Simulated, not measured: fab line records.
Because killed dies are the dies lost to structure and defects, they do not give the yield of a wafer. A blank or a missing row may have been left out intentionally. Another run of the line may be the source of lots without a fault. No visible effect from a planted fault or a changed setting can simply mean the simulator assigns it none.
Chamber matching + flow nandHarc + 4 sister chambers for NHARC_A_STAIRCASE_ETCH_271 on rieDiel-02
The step etches the open film in CF4/CHF3. 16 wafers are shown with their chamber, then 8 later ones without.

EACH WAFER AND ITS CHAMBER
| wafer  | chamber | drypumpMotorCurrentA (A) | showerheadPlenumPTorr (Torr) | rfVppV (V) |
|--------|---------|--------------------------|------------------------------|------------|
| L075.1 | 1       | 5.1                      | 1.64                         | 372.8      |
| L075.4 | 0       | 6.3                      | 1.49                         | 367.1      |
| L075.5 | 1       | 5.1                      | 1.64                         | 372.2      |
| L079.1 | 3       | 5.7                      | 1.59                         | 370.0      |
| L079.3 | 0       | 6.3                      | 1.49                         | 366.8      |
| L079.6 | 1       | 5.1                      | 1.63                         | 373.6      |
| L080.1 | 2       | 5.6                      | 1.70                         | 373.0      |
| L080.4 | 0       | 6.2                      | 1.49                         | 368.9      |
| L080.6 | 1       | 5.1                      | 1.63                         | 371.7      |
| L084.2 | 2       | 5.6                      | 1.69                         | 375.0      |
| L084.4 | 3       | 5.7                      | 1.58                         | 371.4      |
| L084.5 | 0       | 6.3                      | 1.49                         | 368.1      |
| L085.1 | 0       | 6.3                      | 1.49                         | 368.6      |
| L085.2 | 2       | 5.6                      | 1.69                         | 373.3      |
| L085.3 | 1       | 5.2                      | 1.63                         | 372.0      |
| L090.1 | 3       | 5.7                      | 1.57                         | 369.8      |

SIGNATURES, as means of the wafers listed above
| reading               | chamber 0 | chamber 1 | chamber 2 | chamber 3 | scatter within a chamber |
|-----------------------|-----------|-----------|-----------|-----------|--------------------------|
| drypumpMotorCurrentA  | 6.280     | 5.120     | 5.600     | 5.700     | 0.0365                   |
| showerheadPlenumPTorr | 1.4900    | 1.6340    | 1.6933    | 1.5800    | 0.00568                  |
| rfVppV                | 367.900   | 372.460   | 373.767   | 370.400   | 0.89                     |
Rule: distance of a wafer from a chamber = root of the sum over the readings of ((wafer's reading minus chamber's mean) / reading's scatter) squared. The wafer belongs to the nearest chamber; if the next one is less than 2 further off, it can't be placed. The scatter: take each reading less its chamber's mean, square it, sum over the shown wafers, divide by the number of wafers less the number of chambers, and take the root.

WAFERS MISSING THEIR CHAMBER
| wafer  | drypumpMotorCurrentA (A) | showerheadPlenumPTorr (Torr) | rfVppV (V) |
|--------|--------------------------|------------------------------|------------|
| L090.5 | 5.7                      | 1.57                         | 371.6      |
| L090.6 | 5.6                      | 1.69                         | 375.4      |
| L092.4 | 5.1                      | 1.62                         | 371.3      |
| L092.5 | 5.7                      | 1.57                         | 370.9      |
| L092.6 | 5.7                      | 1.68                         | 374.5      |
| L096.2 | 5.6                      | 1.68                         | 374.5      |
| L096.4 | 5.1                      | 1.62                         | 371.0      |
| L096.5 | 6.2                      | 1.48                         | 367.5      |

CHAMBER TAKEN BY EACH
| wafer  | from the rows above | in truth |
|--------|---------------------|----------|
| L090.5 | 3                   | 3        |
| L090.6 | 2                   | 2        |
| L092.4 | 1                   | 1        |
| L092.5 | 3                   | 3        |
| L092.6 | 2                   | 2        |
| L096.2 | 2                   | 2        |
| L096.4 | 1                   | 1        |
| L096.5 | 0                   | 0        |
Correct placement for 8 of the 8. Left unplaced by these rows: 0. 0 placed wrongly.
